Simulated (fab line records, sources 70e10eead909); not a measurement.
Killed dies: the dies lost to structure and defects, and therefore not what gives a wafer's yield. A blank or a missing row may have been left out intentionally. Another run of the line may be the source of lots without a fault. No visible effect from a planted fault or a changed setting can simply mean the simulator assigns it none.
Which tool is to blame? | flow nand_harc | 11 lots, 33 wafers sampled, at 5 steps of a route of 1159

## WHAT EACH GAUGE READ, for each wafer
NHARC_END_SORT_01.
lot  | measured     | on        | killed_at_array
L758 | day 22 16:16 | prober-01 | 65
L759 | day 23 09:14 | prober-02 | 31

## WHAT TOOL EACH LOT RAN ON (gives the tool, then ch and the chambers of the sampled wafers, and finally the start)
lot  | NHARC_A_STAIRCASE_ETCH_188                    | NHARC_A_STAIRCASE_TRIM_193                    | NHARC_A_STAIRCASE_TRIM_196         | NHARC_A_STAIRCASE_TRIM_202
L745 | rie_diel-04 ch 0,2,3, day 11 10:21 or earlier | rie_diel-04 ch 0,1, day 11 10:21 or earlier   | rie_diel-04 ch 1,3, day 11 10:21   | rie_diel-04 ch 0,2, no start
L749 | rie_diel-06 ch 0,3, day 12 07:47 or earlier   | rie_diel-06 ch 1,2,3, day 12 07:47 or earlier | rie_diel-06 ch 2,3, day 12 07:47   | rie_diel-06 ch 2,3, no start
L750 | rie_diel-05 ch 0,1,2, day 12 20:37 or earlier | rie_diel-05 ch 0,2, day 12 20:37 or earlier   | rie_diel-05 ch 1,2, day 12 20:37   | rie_diel-05 ch 0,1,2, no start
L753 | rie_diel-05 ch 1,2,3, day 13 04:10 or earlier | rie_diel-05 ch 1,2,3, day 13 04:10 or earlier | rie_diel-06 ch 0,1,2, day 13 04:10 | rie_diel-06 ch 0,2,3, no start
L751 | rie_diel-05 ch 1,2,3, day 13 04:44 or earlier | rie_diel-05 ch 2,3, day 13 04:44 or earlier   | rie_diel-05 ch 1,2,3, day 13 04:44 | rie_diel-05 ch 2,3, no start
L757 | rie_diel-06 ch 0,1,2, day 14 01:33 or earlier | rie_diel-06 ch 1,2,3, day 14 01:33 or earlier | rie_diel-05 ch 2,3, day 14 01:33   | rie_diel-05 ch 0,3, no start
L754 | rie_diel-06 ch 0,1,3, day 14 13:00 or earlier | rie_diel-06 ch 0,1,3, day 14 13:00 or earlier | rie_diel-04 ch 0,1,3, day 14 13:00 | rie_diel-04 ch 1,2,3, no start
L758 | rie_diel-06 ch 0,2,3, day 14 20:06 or earlier | rie_diel-06 ch 0,1,3, day 14 20:06 or earlier | rie_diel-04 ch 0,1, day 14 20:06   | rie_diel-04 ch 0,1, day 22 16:16 or earlier
L759 | rie_diel-04 ch 1,3, day 15 01:35 or earlier   | rie_diel-04 ch 0,1, day 15 01:35 or earlier   | rie_diel-04 ch 0,1,2, day 15 01:35 | rie_diel-04 ch 0,2,3, day 23 09:14 or earlier
L762 | rie_diel-05 ch 0,1, day 15 15:58 or earlier   | rie_diel-05 ch 1,2,3, day 15 15:58 or earlier | rie_diel-05 ch 0,2, day 15 15:58   | rie_diel-05 ch 0,2, no start
L765 | rie_diel-06 ch 1,2, day 17 00:48 or earlier   | rie_diel-06 ch 0,1,3, day 17 00:48 or earlier | rie_diel-06 ch 0,1,3, day 17 00:48 | rie_diel-06 ch 1,2,3, no start
- NHARC_A_STAIRCASE_ETCH_188: etches the open film in C4F8/O2, target depth 100 nm, time 40.5 s.
- NHARC_A_STAIRCASE_TRIM_193: chemistry O2, time 211.2 s.
- NHARC_A_STAIRCASE_TRIM_196: chemistry O2, time 211.2 s.
- NHARC_A_STAIRCASE_TRIM_202: chemistry O2, time 211.2 s.

## THE ANSWER, worked out from the rows above alone
Rule: what is usual is taken from the lots themselves. Put in order of their means at a reading, lots are off if they are a third of the lots or fewer, leave a main group of 4 or more, and stand apart from it by a gap of 3 or more times the standard deviation of the main group's means; of several such gaps the widest counts. The tables above print the reading to a certain number of digits; a main group whose means all agree to those digits is not used. Also off: a lot with no number at a reading for which 4 or more lots have one. The other lots that the step has rows for count as sound.
No lot is off on any of the readings shown, so nothing can be concluded from this.

## WHAT THE SIMULATOR HAD INSERTED
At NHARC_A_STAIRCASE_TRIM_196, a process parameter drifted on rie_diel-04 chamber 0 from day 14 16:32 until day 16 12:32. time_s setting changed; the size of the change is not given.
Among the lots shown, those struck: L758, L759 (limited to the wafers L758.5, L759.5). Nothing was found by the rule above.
